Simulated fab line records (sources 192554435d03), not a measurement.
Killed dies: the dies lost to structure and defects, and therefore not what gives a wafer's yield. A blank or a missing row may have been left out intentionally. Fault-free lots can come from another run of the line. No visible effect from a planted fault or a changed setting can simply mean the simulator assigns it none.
Which tool was responsible? | flow n5-finfet | Sampling: 9 lots, 25 wafers, 5 of 1938 route steps

## WHAT THE GAUGES SHOWED, per wafer
N5_BEOL_M4_RC_MEAS_101. Usual: DIBL_N 36.7 mV/V, standard deviation 1.8; DIBL_P 37.0 mV/V, standard deviation 2.4; IOFF_N 0.17 nA/um, standard deviation 0.036; IOFF_P 0.22 nA/um, standard deviation 0.042; ION_N 673 uA/um, standard deviation 12; ION_P 462 uA/um, standard deviation 8.5; SS_N 71.7 mV/dec, standard deviation 0.62; SS_P 73.4 mV/dec, standard deviation 0.65; VT_N 250 mV, standard deviation 3.7; VT_P -250 mV, standard deviation 3.7.
lot  | measured     | on        | DIBL_N (mV/V)  | DIBL_P (mV/V)  | IOFF_N (nA/um) | IOFF_P (nA/um) | ION_N (uA/um) | ION_P (uA/um) | SS_N (mV/dec)  | SS_P (mV/dec)  | VT_N (mV)   | VT_P (mV)      | flag
L362 | day 10 08:27 | prober-02 | 36.2 33.3 37.4 | 37.7 33.2 38.6 | 0.16 0.12 0.18 | 0.22 0.17 0.25 | 675 663 677   | 471 460 468   | 71.6 71.1 72.3 | 73.5 72.6 73.3 | 249 254 248 | -246 -251 -248 |
L365 | day 10 23:26 | prober-01 | 36.1 34.9 35.9 | 37.0 35.6 35.9 | 0.14 0.12 0.13 | 0.20 0.18 0.19 | 658 649 659   | 454 449 455   | 70.6 71.2 71.2 | 73.7 73.3 73.3 | 254 256 251 | -250 -251 -254 |
L369 | day 12 16:13 | prober-01 | 36.7 35.1 37.1 | 38.6 35.9 38.7 | 0.16 0.14 0.19 | 0.23 0.18 0.23 | 667 662 691   | 458 453 466   | 71.5 72.0 71.7 | 74.3 74.2 74.5 | 250 252 245 | -251 -257 -253 |
L375 | day 13 12:33 | prober-01 | 35.7 36.7 32.1 | 34.9 36.2 30.0 | 0.15 0.17 0.10 | 0.19 0.22 0.14 | 678 686 662   | 461 464 456   | 71.4 71.0 70.7 | 73.1 73.8 72.4 | 251 250 256 | -249 -249 -255 |
L376 | day 13 14:30 | prober-02 | 38.1 39.6 37.0 | 36.4 38.4 35.7 | 0.17 0.20 0.15 | 0.25 0.29 0.23 | 687 671 683   | 471 462 470   | 71.4 72.5 70.7 | 73.9 73.2 73.3 | 247 250 249 | -248 -247 -248 |
L377 | day 14 18:44 | prober-02 | 37.6 36.9 36.6 | 38.4 37.5 37.7 | 0.18 0.16 0.16 | 0.24 0.22 0.23 | 684 671 676   | 467 460 469   | 72.0 71.8 71.8 | 72.7 73.1 73.9 | 248 249 249 | -250 -254 -251 |
L378 | day 15 19:44 | prober-01 | 36.6 36.8 35.9 | 36.4 35.9 35.0 | 0.15 0.16 0.14 | 0.19 0.20 0.18 | 669 682 670   | 454 464 455   | 71.8 71.9 71.6 | 72.8 73.6 73.4 | 251 248 251 | -252 -253 -254 |

## EACH LOT AND THE TOOL THAT RAN IT (in order: tool; ch and the chambers of the sampled wafers; start)
lot  | N5_MOL_CONTACT_COAG_ETCHBACK_132   | N5_MOL_CONTACT_COAG_ETCH_67        | N5_MOL_CONTACT_COAG_STRIP_72       | N5_BEOL_M0_SAQP_HM_DEP_02
L362 | rie-diel-01 ch 1,3, day 6 21:17    | rie-diel-02 ch 0,2, day 6 22:37    | rie-diel-02 ch 0,2, day 6 22:51    | pvd-sputter-03, day 7 05:37
L365 | rie-diel-04 ch 1,3, day 7 13:16    | rie-diel-02 ch 0,1,2, day 7 14:41  | rie-diel-02 ch 0,1,2, day 7 14:55  | pvd-sputter-02, day 7 20:42
L367 | rie-diel-01 ch 3, day 8 03:29      | rie-diel-04 ch 3, day 8 05:30      | rie-diel-04 ch 3, day 8 05:45      | -
L368 | rie-diel-01 ch 0,1,3, day 8 18:16  | rie-diel-02 ch 1,2, day 8 19:46    | rie-diel-02 ch 1,2, day 8 20:01    | -
L369 | rie-diel-04 ch 0,2,3, day 8 18:26  | rie-diel-01 ch 1,2,3, day 8 20:05  | rie-diel-01 ch 1,2,3, day 8 20:19  | pvd-sputter-02, day 9 04:07
L375 | rie-diel-04 ch 0,2,3, day 9 23:19  | rie-diel-04 ch 0,2,3, day 10 00:36 | rie-diel-04 ch 0,2,3, day 10 00:51 | pvd-sputter-03, day 10 06:13
L376 | rie-diel-02 ch 0,2, day 10 09:35   | rie-diel-02 ch 0,1,2, day 10 12:32 | rie-diel-02 ch 0,1,2, day 10 12:47 | pvd-sputter-03, day 10 17:35
L377 | rie-diel-01 ch 1,2, day 10 20:43   | rie-diel-02 ch 0,1, day 10 22:18   | rie-diel-02 ch 0,1, day 10 22:33   | pvd-sputter-03, day 11 03:40
L378 | rie-diel-02 ch 0,1,2, day 10 21:02 | rie-diel-01 ch 1,2,3, day 10 22:20 | rie-diel-01 ch 1,2,3, day 10 22:35 | pvd-sputter-02, day 11 07:33
- N5_MOL_CONTACT_COAG_ETCHBACK_132: etches SiO2 in CHF3, target depth 10 nm, time 6.7 s.
- N5_MOL_CONTACT_COAG_ETCH_67: etches SOC in N2/H2, target depth 60 nm, overetch 21 nm, time 101.2 s.
- N5_MOL_CONTACT_COAG_STRIP_72: strips in N2/H2.
- N5_BEOL_M0_SAQP_HM_DEP_02: deposits TiN, target thk 12 nm.

## AS READ BY THE TOOLS THEMSELVES (means over the sampled wafers that have a number; for cases with no such wafer, the mark the record gives instead)
N5_MOL_CONTACT_COAG_ETCHBACK_132. Usual: CHF3_flow_sccm 50.02 sccm, standard deviation 0.16; bias-w 170.0 W, standard deviation 0.52; drypump-motor-current-A 5.6 A, standard deviation 0.44; oes-product-au 0.79 a.u., standard deviation 0.088; rf-fwd-power-W 602.1 W, standard deviation 2.6; rf-vpp-V 523 V, standard deviation 10; showerhead-plenum-p-Torr 2.40 Torr, standard deviation 0.09; throttle-valve-pct 18.65 %, standard deviation 0.18.
lot  | tool        | CHF3_flow_sccm (sccm) | bias-w (W) | drypump-motor-current-A (A) | oes-product-au (a.u.) | rf-fwd-power-W (W) | rf-vpp-V (V) | showerhead-plenum-p-Torr (Torr) | throttle-valve-pct (%) | flag
L362 | rie-diel-01 | 49.92                 | 169.7      | 5.2                         | 0.77                  | 602.9              | 525          | 2.39                            | 18.68                  |
L365 | rie-diel-04 | 49.80                 | 169.8      | 6.2                         | 0.72                  | 604.4              | 511          | 2.43                            | 18.83                  |
L367 | rie-diel-01 | 49.80                 | 169.9      | 4.9                         | 0.86                  | 599.6              | 517          | 2.50                            | 18.37                  |
L368 | rie-diel-01 | 50.03                 | 170.4      | 5.0                         | 0.76                  | 602.3              | 527          | 2.40                            | 18.69                  |
L369 | rie-diel-04 | 50.00                 | 169.8      | 5.8                         | 0.84                  | 604.9              | 523          | 2.41                            | 18.53                  |
L375 | rie-diel-04 | 50.11                 | 169.5      | 5.7                         | 0.82                  | 605.4              | 522          | 2.41                            | 18.56                  |
L376 | rie-diel-02 | 49.82                 | 170.3      | 5.5                         | 0.71                  | 598.1              | 512          | 2.34                            | 18.79                  |
L377 | rie-diel-01 | 50.09                 | 169.9      | 6.0                         | 0.88                  | 605.0              | 535          | 2.46                            | 18.58                  |
L378 | rie-diel-02 | 49.89                 | 169.9      | 5.6                         | 0.71                  | 599.5              | 514          | 2.31                            | 18.81                  |

N5_MOL_CONTACT_COAG_ETCH_67. Usual: bias-w 150.0 W, standard deviation 0.46; drypump-motor-current-A 5.6 A, standard deviation 0.47; h2-flow-sccm 200.0 sccm, standard deviation 0.58; oes-product-au 0.65 a.u., standard deviation 0.063; rf-fwd-power-W 834.2 W, standard deviation 2.7; rf-vpp-V 524.0 V, standard deviation 3; showerhead-plenum-p-Torr 2.55 Torr, standard deviation 0.11; throttle-valve-pct 17.81 %, standard deviation 0.2.
lot  | tool        | bias-w (W) | drypump-motor-current-A (A) | h2-flow-sccm (sccm) | oes-product-au (a.u.) | rf-fwd-power-W (W) | rf-vpp-V (V) | showerhead-plenum-p-Torr (Torr) | throttle-valve-pct (%) | flag
L362 | rie-diel-02 | 149.6      | 5.5                         | 200.1               | 0.61                  | 833.0              | 523.1        | 2.49                            | 17.83                  |
L365 | rie-diel-02 | 149.9      | 5.6                         | 199.8               | 0.62                  | 834.8              | 520.8        | 2.46                            | 17.85                  |
L367 | rie-diel-04 | 150.5      | 5.8                         | 200.0               | 0.63                  | 832.0              | 524.1        | 2.55                            | 17.86                  |
L368 | rie-diel-02 | 149.6      | 5.7                         | 200.3               | 0.63                  | 833.3              | 520.9        | 2.44                            | 17.88                  |
L369 | rie-diel-01 | 149.6      | 5.5                         | 199.9               | 0.67                  | 835.2              | 526.9        | 2.64                            | 17.82                  |
L375 | rie-diel-04 | 150.2      | 5.7                         | 199.9               | 0.68                  | 834.3              | 525.2        | 2.57                            | 17.71                  |
L376 | rie-diel-02 | 150.4      | 5.6                         | 200.0               | 0.60                  | 831.2              | 521.3        | 2.45                            | 17.89                  |
L377 | rie-diel-02 | 150.2      | 5.5                         | 200.1               | 0.62                  | 830.1              | 521.2        | 2.46                            | 17.75                  |
L378 | rie-diel-01 | 150.0      | 5.5                         | 199.9               | 0.73                  | 835.8              | 526.9        | 2.63                            | 17.70                  |

N5_MOL_CONTACT_COAG_STRIP_72. Usual: bias-power-w 7.000 W, standard deviation 0.023; chamber-pressure-mTorr 20.00 mTorr, standard deviation 0.045; drypump-motor-current-A 5.6 A, standard deviation 0.47; h2-flow-sccm 200.0 sccm, standard deviation 0.64; oes-product-au 0.78 a.u., standard deviation 0.082; rf-vpp-V 59.2 V, standard deviation 1.9; showerhead-plenum-p-Torr 2.54 Torr, standard deviation 0.11; throttle-valve-pct 23.65 %, standard deviation 0.22.
lot  | tool        | bias-power-w (W) | chamber-pressure-mTorr (mTorr) | drypump-motor-current-A (A) | h2-flow-sccm (sccm) | oes-product-au (a.u.) | rf-vpp-V (V) | showerhead-plenum-p-Torr (Torr) | throttle-valve-pct (%) | flag
L362 | rie-diel-02 | 6.992            | 20.00                          | 5.5                         | 199.5               | 0.72                  | 57.7         | 2.48                            | 23.64                  |
L365 | rie-diel-02 | 6.998            | 19.97                          | 5.6                         | 200.2               | 0.74                  | 57.7         | 2.46                            | 23.67                  |
L367 | rie-diel-04 | -                | -                              | -                           | -                   | -                     | -            | -                               | -                      | OFF
L368 | rie-diel-02 | -                | -                              | -                           | -                   | -                     | -            | -                               | -                      | OFF
L369 | rie-diel-01 | 6.996            | 20.00                          | 5.5                         | 200.0               | 0.82                  | 60.1         | 2.63                            | 23.70                  |
L375 | rie-diel-04 | 7.016            | 20.00                          | 5.7                         | 200.0               | 0.80                  | 56.8         | 2.57                            | 23.52                  |
L376 | rie-diel-02 | 7.009            | 19.97                          | 5.6                         | 200.1               | 0.72                  | 58.9         | 2.45                            | 23.74                  |
L377 | rie-diel-02 | 6.997            | 19.93                          | 5.6                         | 199.3               | 0.75                  | 58.8         | 2.46                            | 23.62                  |
L378 | rie-diel-01 | 7.008            | 20.03                          | 5.5                         | 200.1               | 0.88                  | 60.6         | 2.63                            | 23.63                  |

N5_BEOL_M0_SAQP_HM_DEP_02. Usual: throttle-valve-pct reads 30.1 % (standard deviation 1).
lot  | tool           | throttle-valve-pct (%) | flag
L362 | pvd-sputter-03 | 29.8                   |
L365 | pvd-sputter-02 | 29.5                   |
L369 | pvd-sputter-02 | 28.5                   |
L375 | pvd-sputter-03 | 30.2                   |
L376 | pvd-sputter-03 | 30.4                   |
L377 | pvd-sputter-03 | 30.9                   |
L378 | pvd-sputter-02 | 29.3                   |

## THE ANSWER, worked out from the rows above alone
Rule: a lot is off if the mean of its wafers that have a number lies more than 3 standard deviations from the usual mean. Also off: a lot with no number at a reading for which 4 or more lots have one. Any other lot the step has rows for is counted as sound. The gauges are gone through in route order, then the tools' own readings, and for those a lot's mean is taken as printed above. The first step at which some lot is off is used, and at that step the reading that is off furthest; a lot without a number counts as furthest.
Off at N5_MOL_CONTACT_COAG_STRIP_72 (bias-power-w): L367, L368. Without a number there: L367, L368.
A tool fits if, at that step or a process step before it, it ran every lot that is off, and no sound lot after the first of them. Of those tried, none fits.

## WHAT THE SIMULATOR PUT IN
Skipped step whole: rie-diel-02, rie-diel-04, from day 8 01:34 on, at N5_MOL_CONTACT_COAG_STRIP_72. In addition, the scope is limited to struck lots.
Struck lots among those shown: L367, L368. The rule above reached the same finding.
